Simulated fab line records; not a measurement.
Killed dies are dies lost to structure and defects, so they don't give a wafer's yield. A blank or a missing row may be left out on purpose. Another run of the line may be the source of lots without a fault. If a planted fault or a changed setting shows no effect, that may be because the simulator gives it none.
fab line records -- flow nand-harc
record: lots: 6, wafers: 18, last-day: 33
route steps=1302 shown P_CONTACT@248 P_M0@253 END@1302
lots that met no fault: taken from a fault-free run of the same line
start-h: hours from the record's opening day to when the first of the lot's shown wafers began -- wait-h: hours from the lot's prior step to this one -- " the same as in the row above -- L1.1+2: a single row standing in for several wafers -- - no value, or no start was given -- * or withheld: withheld -- < > ~ a bound
route shown NAME@n: a module of which the file shows steps, and the number in the route of the first -- usual: average and standard deviation across the fault-free wafers -- same: alike in all rows -- chamber/n: place in a boat -- sites: per-site readings -- _std_site: standard deviation of those values -- _edge_site: mean of outer sites minus mean of inner sites -- radius-mm: how far each site lies from the wafer's centre -- mask NAME#n: copy n -- behind: the most recent tool/chamber to have shaped the wafer -- hold: reason for holding the lot/hours on hold/outcome of the hold -- device: which transistor (n, p or np) failed to switch -- end of line: the route-end tests of the same wafers -- a step without rows: its recipe alone -- killed: at the first sort, the dies lost to defects and structure; wafer yield is something else -- map: a wafer's dies, x killed, . not, _ none there
set.NAME: setting as actually run; set.NAME@STEP: the setting as run at that earlier step -- model.NAME: the simulator's own value behind a step, which no gauge read
lots at selected steps of the route; one table per step, one row per wafer
services: from which hour (start-h, from the record's first day; less than 0 if before it) a tool's chamber was out of use, for how many hours, and why
== steps ==
step: NHARC_P_CONTACT_CVD_23
recipe: target-thk-a: 2000, temp-c: 300, pressure-torr: 40, wf6-flow-sccm: 40, h2-flow-sccm: 1600, ar-flow-sccm: 1560, time-s: 557, material: W
usual: heater-power-w: 453/28, throttle-valve-pct: 7.9/0.38
same: time-s: 557
lot.wafer,tool,chamber,start-h,wait-h,heater-power-w,throttle-valve-pct
L879.1,cvd-w-01,0,-,-,430,7.9
L879.3,cvd-w-01,0,-,-,424,7.3
L879.5,cvd-w-01,1,-,-,487,8.2
L881.2,cvd-w-01,1,-,-,470,8.1
L881.5,cvd-w-01,0,-,-,416,7.5
L881.6,cvd-w-01,1,-,-,480,7.9
L883.1,cvd-w-01,0,-,-,435,7.8
L883.4,cvd-w-01,1,-,-,463,8.0
L883.3,cvd-w-01,0,-,-,431,7.9
L891.1,cvd-w-01,0,-,-,410,7.4
L891.2,cvd-w-01,1,-,-,485,8.2
L891.4,cvd-w-01,1,-,-,476,7.9
L898.1,cvd-w-01,1,-,-,487,8.2
L898.2,cvd-w-01,0,-,-,413,7.4
L898.4,cvd-w-01,0,-,-,417,7.6
L901.2,cvd-w-02,1,-,-,470,7.4
L901.1,cvd-w-02,0,-,-,435,8.1
L901.5,cvd-w-02,1,-,-,467,7.5
step: NHARC_P_CONTACT_CMP_24
recipe: t-overpolish-s: 30, target-thk-nm: 200
usual: motor-current-A: 12.4/1, overpolish-run-s: 30.000/0.0083, slurry-filter-dp-kPa: 13.48/0.14, time-to-endpoint-s: 41/3.7
same: t-overpolish-s: 30
lot.wafer,tool,chamber,start-h,wait-h,motor-current-A,overpolish-run-s,slurry-filter-dp-kPa,time-to-endpoint-s
L879.3,cmp-03,2,136.66,0.3,12.4,29.982,13.71,44
L879.1,cmp-03,3,136.66,0.3,11.4,30.001,13.33,41
L879.5,cmp-03,1,136.66,0.3,13.0,29.992,13.42,43
L881.2,cmp-02,0,150.61,0.5,12.5,30.009,13.19,44
L881.6,cmp-02,2,150.61,0.5,10.9,30.007,13.39,46
L881.5,cmp-02,3,150.61,0.5,14.3,29.992,13.34,42
L883.4,cmp-02,2,169.43,0.4,10.2,30.007,13.88,45
L883.1,cmp-02,3,169.43,0.4,14.0,29.993,13.45,46
L883.3,cmp-02,0,169.43,0.4,12.1,29.999,13.47,43
L891.2,cmp-02,1,269.82,0.5,14.6,30.012,13.33,41
L891.1,cmp-02,2,269.82,0.5,11.2,29.992,13.54,42
L891.4,cmp-02,0,269.82,0.5,12.3,30.017,13.40,44
L898.4,cmp-03,3,323.55,0.3,11.1,29.997,13.49,38
L898.2,cmp-03,1,323.55,0.3,13.0,29.990,13.50,36
L898.1,cmp-03,2,323.55,0.3,12.2,29.999,13.62,39
L901.1,cmp-03,2,349.61,0.5,12.4,30.003,13.22,41
L901.2,cmp-03,1,349.61,0.5,12.6,29.998,13.48,37
L901.5,cmp-03,3,349.61,0.5,11.8,29.995,13.55,40
step: NHARC_P_CONTACT_SRD_26
step: NHARC_P_CONTACT_INSPECT_27
usual: raw-defect-count: 241/93
lot.wafer,tool,chamber,start-h,wait-h,raw-defect-count
L879.1,defect-inspect-01,-,137.03,0.1,242
L879.3,defect-inspect-01,-,137.03,0.1,208
L879.5,defect-inspect-01,-,137.03,0.1,260
L881.2,defect-inspect-02,-,150.96,0.1,339
L881.5,defect-inspect-02,-,150.96,0.1,319
L881.6,defect-inspect-02,-,150.96,0.1,200
L883.1,defect-inspect-01,-,169.83,0.1,263
L883.3,defect-inspect-01,-,169.83,0.1,141
L883.4,defect-inspect-01,-,169.83,0.1,174
L891.1,defect-inspect-01,-,270.22,0.1,110
L891.2,defect-inspect-01,-,270.22,0.1,114
L891.4,defect-inspect-01,-,270.22,0.1,239
L898.1,defect-inspect-01,-,323.96,0.1,270
L898.2,defect-inspect-01,-,323.96,0.1,363
L898.4,defect-inspect-01,-,323.96,0.1,225
L901.1,defect-inspect-01,-,350.02,0.1,257
L901.2,defect-inspect-01,-,350.02,0.1,201
L901.5,defect-inspect-01,-,350.02,0.1,149
step: NHARC_P_M0_DEP_00
recipe: target-thk-a: 1500, target-thk-nm: 150, temp-c: withheld, pressure-torr: 5, flow-sccm: 200, rf-w: 600, material: SiOC
step: NHARC_P_M0_DEHYDRATE_01
recipe: temp-c: 150, time-s: 120
step: NHARC_P_M0_HMDS_02
recipe: time-s: 30
step: NHARC_P_M0_COAT_33
recipe: temp-c: 200, time-s: 65
step: NHARC_P_M0_COAT_03
recipe: spin-rpm: 1500, resist-thk-nm: 90
step: NHARC_P_M0_SOFTBAKE_04
recipe: temp-c: 105, time-s: 55
step: NHARC_P_M0_EBR_05
step: NHARC_P_M0_EXPOSE_06
recipe: na: 1.35, target-cd-nm: 90, dose-mj: 81.28, mask-id: P_M0
usual: exposure-dose-mJ-cm2: 81.19/0.088, focus-offset-nm: 0.1/0.59, stage-vel-mm-s: 500.03/0.27
lot.wafer,tool,chamber,start-h,wait-h,mask,exposure-dose-mJ-cm2,focus-offset-nm,stage-vel-mm-s
L879.1,arfi-scanner-03,0,138.03,-,P_M0#0,81.15,0.2,499.59
L879.3,arfi-scanner-03,0,138.03,-,P_M0#0,81.23,-0.2,499.64
L879.5,arfi-scanner-03,0,138.03,-,P_M0#0,81.25,0.0,499.32
L881.2,arfi-scanner-03,0,151.61,-,P_M0#0,81.24,1.1,500.14
L881.5,arfi-scanner-03,0,151.61,-,P_M0#0,81.15,0.5,500.02
L881.6,arfi-scanner-03,0,151.61,-,P_M0#0,81.22,0.0,499.93
L883.1,arfi-scanner-03,0,170.46,-,P_M0#0,96.45,-0.4,500.37
L883.3,arfi-scanner-03,0,170.46,-,P_M0#0,96.55,0.4,499.85
L883.4,arfi-scanner-03,0,170.46,-,P_M0#0,96.49,-0.2,500.12
L891.1,arfi-scanner-03,0,271.12,-,P_M0#0,93.46,0.5,500.05
L891.2,arfi-scanner-03,0,271.12,-,P_M0#0,93.45,1.6,499.72
L891.4,arfi-scanner-03,0,271.12,-,P_M0#0,93.64,0.1,500.10
L898.1,arfi-scanner-01,0,324.72,-,P_M0#0,81.20,-0.4,500.01
L898.2,arfi-scanner-01,0,324.72,-,P_M0#0,81.27,-0.1,499.79
L898.4,arfi-scanner-01,0,324.72,-,P_M0#0,81.13,-1.1,500.00
L901.1,arfi-scanner-01,0,350.91,-,P_M0#0,81.21,0.0,499.94
L901.2,arfi-scanner-01,0,350.91,-,P_M0#0,81.24,0.0,500.35
L901.5,arfi-scanner-01,0,350.91,-,P_M0#0,81.00,0.6,500.14
step: NHARC_P_M0_PEB_07
recipe: peb-temp-c: 100, peb-time-s: 65
step: NHARC_P_M0_DEVELOP_08
recipe: develop-time-s: 35, dev-temp-c: 23
step: NHARC_P_M0_CD_MEAS_09
recipe: target-cd-nm: 90, landing-energy-ev: 500
usual: cd-nm: 90.1/0.66
lot.wafer,tool,chamber,start-h,wait-h,hold,cd-nm
L879.1,cd-sem-03,0,138.17,-,-,90.4
L879.3,cd-sem-03,0,138.17,-,-,89.8
L879.5,cd-sem-03,0,138.17,-,-,90.0
L881.2,cd-sem-02,0,151.74,-,-,89.9
L881.5,cd-sem-02,0,151.74,-,-,89.5
L881.6,cd-sem-02,0,151.74,-,-,89.5
L883.1,cd-sem-02,0,170.61,-,await-dispo/0.2h/release,100.0
L883.3,cd-sem-02,0,170.61,-,await-dispo/0.2h/release,100.0
L883.4,cd-sem-02,0,170.61,-,await-dispo/0.2h/release,100.4
L883.1,cd-sem-02,0,-,-,-,100.1
L883.3,cd-sem-02,0,-,-,-,100.4
L883.4,cd-sem-02,0,-,-,-,100.4
L891.1,cd-sem-02,0,271.26,-,await-dispo/0.2h/release,98.7
L891.2,cd-sem-02,0,271.26,-,await-dispo/0.2h/release,98.4
L891.4,cd-sem-02,0,271.26,-,await-dispo/0.2h/release,98.6
L891.1,cd-sem-02,0,-,-,-,98.9
L891.2,cd-sem-02,0,-,-,-,98.9
L891.4,cd-sem-02,0,-,-,-,98.6
L898.1,cd-sem-03,0,324.86,-,-,89.6
L898.2,cd-sem-03,0,324.86,-,-,89.6
L898.4,cd-sem-03,0,324.86,-,-,90.8
L901.1,cd-sem-02,0,351.05,-,-,90.6
L901.2,cd-sem-02,0,351.05,-,-,90.5
L901.5,cd-sem-02,0,351.05,-,-,90.8
step: NHARC_P_M0_OVL_MEAS_10
recipe: pitch-nm: 180
usual: overlay-x-nm: 0.1/0.92, overlay-y-nm: -0.1/0.64
lot.wafer,tool,chamber,start-h,wait-h,hold,overlay-x-nm,overlay-y-nm
L879.1,overlay-02,-,138.26,-,-,0.5,0.6
L879.3,overlay-02,-,138.26,-,-,0.6,1.5
L879.5,overlay-02,-,138.26,-,-,0.0,0.5
L881.2,overlay-02,-,151.83,-,-,-0.9,0.1
L881.5,overlay-02,-,151.83,-,-,-1.6,0.2
L881.6,overlay-02,-,151.83,-,-,-1.4,0.5
L883.1,overlay-01,-,177.26,-,await-dispo/6.4h/release,-1.1,0.5
L883.3,overlay-01,-,177.26,-,await-dispo/6.4h/release,-1.1,0.4
L883.4,overlay-01,-,177.26,-,await-dispo/6.4h/release,-0.9,0.2
L891.1,overlay-01,-,275.50,-,await-dispo/4.0h/release,-0.8,-0.2
L891.2,overlay-01,-,275.50,-,await-dispo/4.0h/release,-0.9,-0.5
L891.4,overlay-01,-,275.50,-,await-dispo/4.0h/release,-0.8,-0.6
L898.1,overlay-01,-,324.95,-,-,1.4,-0.1
L898.2,overlay-01,-,324.95,-,-,2.1,0.5
L898.4,overlay-01,-,324.95,-,-,2.1,0.2
L901.1,overlay-01,-,351.14,-,-,-0.2,-0.5
L901.2,overlay-01,-,351.14,-,-,-0.2,-0.1
L901.5,overlay-01,-,351.14,-,-,-0.5,-0.2
step: NHARC_P_M0_INSPECT_11
usual: raw-defect-count: 4.0/2.4
lot.wafer,tool,chamber,start-h,wait-h,raw-defect-count
L879.1,defect-inspect-01,-,138.30,0.0,0
L879.3,defect-inspect-01,-,138.30,0.0,2
L879.5,defect-inspect-01,-,138.30,0.0,3
L881.2,defect-inspect-02,-,151.86,0.0,4
L881.5,defect-inspect-02,-,151.86,0.0,5
L881.6,defect-inspect-02,-,151.86,0.0,2
L883.1,defect-inspect-02,-,177.30,0.0,6
L883.3,defect-inspect-02,-,177.30,0.0,5
L883.4,defect-inspect-02,-,177.30,0.0,8
L891.1,defect-inspect-02,-,275.54,0.0,3
L891.2,defect-inspect-02,-,275.54,0.0,6
L891.4,defect-inspect-02,-,275.54,0.0,2
L898.1,defect-inspect-01,-,324.99,0.0,7
L898.2,defect-inspect-01,-,324.99,0.0,5
L898.4,defect-inspect-01,-,324.99,0.0,4
L901.1,defect-inspect-01,-,351.18,0.0,4
L901.2,defect-inspect-01,-,351.18,0.0,1
L901.5,defect-inspect-01,-,351.18,0.0,6
step: NHARC_P_M0_DESCUM_14
recipe: time-s: 3, o2-flow-sccm: 200, ar-flow-sccm: 0, bias-power-w: 0, chemistry: O2
usual: drypump-motor-current-A: 5.6/0.54, oes-product-au: 0.996/0.011, rf-vpp-V: 57.7/0.87, showerhead-plenum-p-Torr: 1.91/0.1, throttle-valve-pct: 11.309/0.009
same: bias-power-w: 0, time-s: 3
lot.wafer,tool,chamber,start-h,wait-h,drypump-motor-current-A,oes-product-au,rf-hours-counter-h,rf-vpp-V,showerhead-plenum-p-Torr,throttle-valve-pct,model.P_M0.cd-nm
L879.3,rie-diel-13,2,138.37,0.1,5.7,0.990,23,58.4,2.04,11.314,89.34
L879.1,rie-diel-13,3,138.37,0.1,4.8,0.994,23,57.5,1.81,11.314,90.07
L879.5,rie-diel-13,2,138.37,0.1,5.7,0.989,-,58.6,2.04,11.306,89.04
L881.2,rie-diel-02,0,151.95,0.1,6.0,0.978,38,57.5,1.83,11.318,89.89
L881.6,rie-diel-02,1,151.95,0.1,5.3,0.999,-,58.6,2.06,11.317,89.59
L881.5,rie-diel-02,2,151.95,0.1,6.3,0.996,-,58.4,2.01,11.302,89.18
L883.3,rie-diel-10,0,177.36,0.1,5.5,1.010,37,58.1,2.01,11.316,100.1
L883.4,rie-diel-10,1,177.36,0.1,6.5,1.006,26,57.2,1.85,11.299,100.1
L883.1,rie-diel-10,3,177.36,0.1,6.7,1.010,34,57.5,2.02,11.300,100
L891.2,rie-diel-13,1,275.62,0.1,5.7,0.975,14,58.6,1.96,11.303,98.72
L891.1,rie-diel-13,2,275.62,0.1,5.7,0.991,12,58.5,2.04,11.296,98.31
L891.4,rie-diel-13,0,275.62,0.1,5.1,0.996,15,57.1,1.77,11.312,98.52
L898.2,rie-diel-02,0,325.06,0.1,6.0,0.981,32,57.5,1.81,11.306,89.41
L898.1,rie-diel-02,1,325.06,0.1,5.3,0.998,30,58.5,2.04,11.298,89.41
L898.4,rie-diel-02,2,325.06,0.1,6.2,0.994,35,57.7,1.99,11.308,89.82
L901.1,rie-diel-13,1,351.25,0.1,5.7,0.984,0,58.9,1.95,11.316,90.83
L901.2,rie-diel-13,2,351.25,0.1,5.7,0.976,0,57.1,2.03,11.305,90.34
L901.5,rie-diel-13,0,351.25,0.1,5.1,1.007,-,56.5,1.77,11.296,90.9
step: NHARC_P_M0_ETCH_34
recipe: target-depth-a: 400, overetch-a: 120, time-s: 43.94, ion-energy-ev: 200, n2-flow-sccm: 150, h2-flow-sccm: 150, ar-flow-sccm: 0, rf-w: 400, bias-w: 150, chemistry: N2/H2
usual: bias-w: 150.0/0.42, drypump-motor-current-A: 5.6/0.55, h2-flow-sccm: 150.0/0.48, oes-product-au: 0.997/0.011, rf-vpp-V: 431/3.2, showerhead-plenum-p-Torr: 2.05/0.11, throttle-valve-pct: 14.172/0.0098
same: time-s: 43.94
lot.wafer,tool,chamber,start-h,wait-h,bias-w,drypump-motor-current-A,h2-flow-sccm,oes-product-au,rf-hours-counter-h,rf-vpp-V,showerhead-plenum-p-Torr,throttle-valve-pct
L879.3,rie-diel-13,1,138.46,0.1,150.7,5.7,150.3,0.996,22,432,2.10,14.162
L879.1,rie-diel-13,2,138.46,0.1,149.9,5.7,151.2,0.999,23,435,2.18,14.165
L879.5,rie-diel-13,0,138.46,0.1,150.5,5.1,149.7,0.990,-,426,1.89,14.170
L881.2,rie-diel-02,2,152.02,0.1,150.2,6.3,150.2,0.990,39,434,2.15,14.156
L881.6,rie-diel-02,1,152.02,0.1,150.2,5.3,149.7,0.993,-,435,2.20,14.184
L881.5,rie-diel-02,2,152.02,0.1,149.8,6.3,150.5,0.996,-,434,2.14,14.179
L883.3,rie-diel-10,2,177.45,0.1,149.4,5.1,150.6,0.994,33,426,1.91,14.178
L883.1,rie-diel-10,0,177.45,0.1,150.0,5.5,149.6,1.024,37,434,2.14,14.166
L883.4,rie-diel-10,1,177.45,0.1,149.4,6.5,149.7,1.017,26,429,1.98,14.161
L891.2,rie-diel-13,2,275.71,0.1,150.0,5.7,150.1,0.977,12,434,2.17,14.181
L891.4,rie-diel-13,3,275.71,0.1,150.4,4.8,150.3,0.988,15,428,1.92,14.187
L891.1,rie-diel-13,0,275.71,0.1,150.2,5.1,150.0,0.993,15,427,1.89,14.157
L898.2,rie-diel-02,3,325.13,0.1,150.0,5.3,149.6,1.012,36,431,2.04,14.180
L898.4,rie-diel-02,0,325.13,0.1,150.2,6.0,150.1,0.977,32,427,1.92,14.184
L898.1,rie-diel-02,1,325.13,0.1,149.3,5.3,149.4,0.987,30,434,2.18,14.172
L901.2,rie-diel-13,2,351.35,0.1,150.2,5.7,149.9,0.990,0,432,2.17,14.166
L901.1,rie-diel-13,0,351.35,0.1,149.7,5.1,150.5,1.003,0,425,1.88,14.176
L901.5,rie-diel-13,1,351.35,0.1,149.6,5.7,149.8,0.992,-,430,2.08,14.169
step: NHARC_P_M0_ETCH_15
recipe: target-depth-a: 1500, overetch-a: 150, time-s: 82.5, c4f8-flow-sccm: withheld, ar-flow-sccm: 400, rf-w: 600, bias-w: 300, chemistry: C4F8/Ar
usual: bias-w: 299.8/0.79, oes-product-au: 0.952/0.021, rf-vpp-V: 441/3.3
same: time-s: 82.5
lot.wafer,tool,chamber,start-h,wait-h,bias-w,oes-product-au,rf-hours-counter-h,rf-vpp-V,model.P_M0.cd-nm
L879.1,rie-diel-13,2,-,-,300.2,0.956,23,444,89.49
L879.3,rie-diel-13,3,-,-,298.0,0.957,24,439,89.79
L879.5,rie-diel-13,2,-,-,301.1,0.957,-,444,88.64
L881.2,rie-diel-02,3,-,-,298.8,0.946,31,441,89.58
L881.5,rie-diel-02,3,-,-,299.3,0.932,-,441,89.04
L881.6,rie-diel-02,0,-,-,300.0,0.909,-,436,88.67
L883.3,rie-diel-10,0,-,-,300.3,0.955,37,444,99.79
L883.1,rie-diel-10,2,-,-,299.8,0.973,34,436,99.77
L883.4,rie-diel-10,3,-,-,299.6,0.979,34,444,99.42
L891.2,rie-diel-13,1,-,-,300.2,0.906,14,443,97.72
L891.4,rie-diel-13,2,-,-,299.9,0.920,12,444,98.03
L891.1,rie-diel-13,0,-,-,299.7,0.927,15,437,97.64
L898.2,rie-diel-02,3,-,-,300.5,0.929,36,441,89.14
L898.4,rie-diel-02,0,-,-,300.7,0.948,32,437,90
L898.1,rie-diel-02,1,-,-,299.5,0.925,30,447,88.98
L901.1,rie-diel-13,1,-,-,298.1,0.954,0,442,90.86
L901.2,rie-diel-13,0,-,-,299.0,0.980,0,436,90.34
L901.5,rie-diel-13,1,-,-,298.7,0.964,-,443,90.71
step: NHARC_P_M0_CD_MEAS_16
usual: cd-nm: 89.8/0.87
lot.wafer,tool,chamber,start-h,wait-h,hold,cd-nm
L879.1,cd-sem-02,-,138.66,-,-,89.7
L879.3,cd-sem-02,-,138.66,-,-,90.2
L879.5,cd-sem-02,-,138.66,-,-,88.7
L881.2,cd-sem-01,-,152.23,-,-,89.3
L881.5,cd-sem-01,-,152.23,-,-,89.2
L881.6,cd-sem-01,-,152.23,-,-,88.7
L883.1,cd-sem-03,-,177.66,-,await-dispo/0.2h/release,99.8
L883.3,cd-sem-03,-,177.66,-,await-dispo/0.2h/release,100.0
L883.4,cd-sem-03,-,177.66,-,await-dispo/0.2h/release,99.6
L883.1,cd-sem-03,-,177.84,0.2,-,99.8
L883.3,cd-sem-03,-,177.84,0.2,-,99.5
L883.4,cd-sem-03,-,177.84,0.2,-,99.6
L891.1,cd-sem-02,-,275.92,-,await-dispo/0.2h/release,97.6
L891.2,cd-sem-02,-,275.92,-,await-dispo/0.2h/release,97.6
L891.4,cd-sem-02,-,275.92,-,await-dispo/0.2h/release,98.3
L891.1,cd-sem-02,-,276.10,0.2,-,97.6
L891.2,cd-sem-02,-,276.10,0.2,-,97.6
L891.4,cd-sem-02,-,276.10,0.2,-,97.8
L898.1,cd-sem-02,-,325.35,-,-,88.8
L898.2,cd-sem-02,-,325.35,-,-,89.3
L898.4,cd-sem-02,-,325.35,-,-,89.9
L901.1,cd-sem-02,-,351.58,-,-,91.2
L901.2,cd-sem-02,-,351.58,-,-,90.3
L901.5,cd-sem-02,-,351.58,-,-,90.7
step: NHARC_END_SORT_01
recipe: temp-c: 25
usual: defect-limited-yield: 91.2/1.8, killed-at-array: 55/12, killed-at-other: 1.0/1.2, killed-at-periphery: 3.9/2.6, killed-dies: 60/12, killed-open: 3.3/1.9, killed-short: 2.5/1.8
same: gross-dies: 677
lot.wafer,tool,chamber,start-h,wait-h,defect-limited-yield[%],killed-at-array,killed-at-other,killed-at-periphery,killed-dies,killed-open,killed-short
L883.3,prober-02,0,602.28,3.1,92.5,46,0,5,51,5,1
L883.4,prober-02,0,603.09,3.4,94.5,32,0,5,37,2,2
killed by level:class
L883.3 A_CHANNEL_HOLE_D2:chamber-film-flake=26 A_STAIRCASE:chamber-film-flake=6 A_CONTACT:chamber-film-flake=4 P_M1:geometric-particle:open=3 P_GATE:chamber-film-flake=2 A_DECK1_JOINT:chamber-film-flake=2 A_CHANNEL_HOLE_D1:geometric-particle:open=1 A_DECK1_JOINT:geometric-particle:open=1
L883.4 A_CHANNEL_HOLE_D2:chamber-film-flake=21 A_CHANNEL_HOLE_D1:chamber-film-flake=4 P_GATE:chamber-film-flake=3 A_STAIRCASE:chamber-film-flake=2 A_CONTACT:chamber-film-flake=2 P_CONTACT:geometric-particle:open=1 P_M1:geometric-particle:short=1 A_CHANNEL_FILL_D2:geometric-particle:open=1
== services ==
tool,chamber,start-h,hours,kind
rie-diel-13,3,112.47,9.0,repair
arfi-scanner-03,-,115.85,1.4,repair
rie-diel-02,1,130.47,6.3,repair
cmp-02,-,136.21,4.0,pm
cmp-03,-,143.42,4.3,repair
rie-diel-10,-,148.62,1.7,repair
cmp-02,-,153.52,0.8,repair
cmp-03,-,157.08,1.6,repair
cmp-03,-,162.00,4.0,pm
rie-diel-13,-,165.09,9.0,pm
cvd-w-01,-,185.60,13.0,pm
arfi-scanner-03,-,196.00,4.0,pm
rie-diel-13,2,198.19,6.8,repair
cvd-w-01,1,214.30,4.7,repair
cmp-02,-,216.66,0.6,repair
rie-diel-02,-,217.10,9.0,pm
cvd-w-01,0,224.06,11.7,repair
cmp-02,-,230.80,1.7,repair
rie-diel-02,1,233.69,2.7,repair
cmp-02,-,234.21,4.0,pm
cvd-w-01,-,243.96,1.4,repair
rie-diel-02,-,256.02,0.2,repair
rie-diel-13,-,342.09,9.0,pm
rie-diel-13,3,351.20,27.0,repair
== key ==
first-sign: step: NHARC_P_M0_EXPOSE_06, reading: exposure-dose-mJ-cm2, direction: up, sigmas: 99+, usual: 81.19, struck: 95.01
effect: step: NHARC_P_M0_CD_MEAS_09, reading: visit, direction: added, through: control-loop
effect: step: NHARC_P_M0_CD_MEAS_09, reading: cd-nm, direction: up, sigmas: 14, usual: 90.1, struck: 99.4, through: control-loop
effect: step: NHARC_P_M0_CD_MEAS_16, reading: visit, direction: added, through: control-loop
effect: step: NHARC_P_M0_CD_MEAS_16, reading: cd-nm, direction: up, sigmas: 10, usual: 89.8, struck: 98.8, through: control-loop
model-effect: step: NHARC_P_M0_DESCUM_14, value: P_M0.cd-nm, without: 89.58, struck: 99.28
model-effect: step: NHARC_P_M0_ETCH_15, value: P_M0.cd-nm, without: 88.99, struck: 98.73
met-at NHARC_P_M0_EXPOSE_06
struck-wafers L883.1,L883.3,L883.4,L891.1,L891.2,L891.4
loop-trim: step: NHARC_P_M0_EXPOSE_06, setting: dose, lots: L891
onset-between 151.61 170.46
fault: kind: process-parameter-drift, tool: arfi-scanner-03, chamber: -, onset-h: 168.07, steps: NHARC_P_M0_EXPOSE_06, channel: dose-mj, offset: 15.336, shape: step, acts-in: these-recipes-only, stated: 81.28
loop-trim: a control loop set the setting to another value than it would have without faults
